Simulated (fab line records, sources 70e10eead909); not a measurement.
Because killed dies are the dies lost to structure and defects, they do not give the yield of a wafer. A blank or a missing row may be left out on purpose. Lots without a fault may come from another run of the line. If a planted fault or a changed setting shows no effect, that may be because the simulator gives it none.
One fault seen from 3 desks / flow nand harc / each desk holds nothing but its own numbers, with what lay behind them at the end

## DESK OF THE TOOL OWNER: rie diel-11
The tool's own readings at NHARC_P_STI_ETCH_42 (etches the open film in N2/H2, target depth 80 nm, overetch 24 nm, time 61 s): means of the sampled wafers that have a number, for each lot that ran on this tool. If a lot's mean is further than 4 standard deviations from the usual mean, the lot is out of limits and carries the mark OUT (the distance appears in the brackets).
Columns: A = bias w at NHARC_P_STI_ETCH_42, usual 150.0 W; B = drypump motor current A at NHARC_P_STI_ETCH_42, usual 5.7 A; C = oes product au at NHARC_P_STI_ETCH_42, usual 1.000 a.u.; D = rf vpp V at NHARC_P_STI_ETCH_42, usual 430.8 V; E = showerhead plenum p Torr at NHARC_P_STI_ETCH_42, usual 2.05 Torr; F = throttle valve pct at NHARC_P_STI_ETCH_42, usual 14.170 %
lot=L981; first seen here=day 3 04:56; A=150.1; B=5.3; C=1.013; D=431.8; E=2.11; F=14.169
lot=L991; first seen here=day 5 20:08; A=150.3; B=5.3; C=1.010; D=431.0; E=2.06; F=14.162
This desk's finding: nothing out of limits on any of the 2 lots.

## THE METROLOGY DESK
What the gauges read for every lot (on any tool): the sampled wafers with a number, averaged. If a lot's mean is further than 4 standard deviations from the usual mean, the lot is out of limits and carries the mark OUT (the distance appears in the brackets). Only the readings that lie furthest out on some lot appear, 7 of the 8 it has.
Columns: A = cd nm at NHARC_P_STI_CD_MEAS_09, usual 200.1 nm; B = overlay x nm at NHARC_P_STI_OVL_MEAS_10, usual 1 nm; C = overlay y nm at NHARC_P_STI_OVL_MEAS_10, usual 0 nm; D = cd nm at NHARC_P_STI_CD_MEAS_16, usual 199.7 nm; E = trench depth nm at NHARC_P_STI_OCD_MEAS_17, usual 300 nm; F = trench foot cd nm at NHARC_P_STI_OCD_MEAS_17, usual 158.1 nm; G = trench depth nm at NHARC_P_STI_OCD_MEAS_43, usual 300 nm
lot=L979; first seen here=day 2 22:07; A=200.0; B=-3; C=-4; D=199.1; E=296; F=158.9; G=296
lot=L981; first seen here=day 3 04:35; A=201.0; B=1; C=-7; D=200.3; E=300; F=159.0; G=300
lot=L984; first seen here=day 3 19:32; A=202.1; B=-11; C=-1; D=201.8; E=297; F=160.4; G=298
lot=L991; first seen here=day 5 19:46; A=199.2; B=1; C=3; D=198.5; E=299; F=157.1; G=299
lot=L995; first seen here=day 6 19:52; A=200.7; B=4; C=3; D=200.0; E=297; F=158.9; G=297
This desk's finding: nothing out of limits on any of the 5 lots.

## THE DEFECT DESK
For each lot, the counts of the inspections along the route, averaged over the sampled wafers that have a number. If a lot's mean is further than 4 standard deviations from the usual mean, the lot is out of limits and carries the mark OUT (the distance appears in the brackets).
Columns: A = raw defect count at NHARC_P_STI_INSPECT_11, usual 5.6
lot=L979; first seen here=day 2 22:15; A=5.0
lot=L981; first seen here=day 3 04:43; A=7.0
lot=L984; first seen here=day 3 19:40; A=5.7
lot=L991; first seen here=day 5 19:55; A=9.0
lot=L995; first seen here=day 6 19:59; A=5.0
This desk's finding: nothing out of limits on any of the 5 lots.

## PUT TOGETHER
Nothing out of limits was seen by the tool owner's desk.
From the metrology desk's view, nothing was out of limits.
No out-of-limits result turned up at the defect desk.

## WHAT HAD BEEN PUT IN BY THE SIMULATOR
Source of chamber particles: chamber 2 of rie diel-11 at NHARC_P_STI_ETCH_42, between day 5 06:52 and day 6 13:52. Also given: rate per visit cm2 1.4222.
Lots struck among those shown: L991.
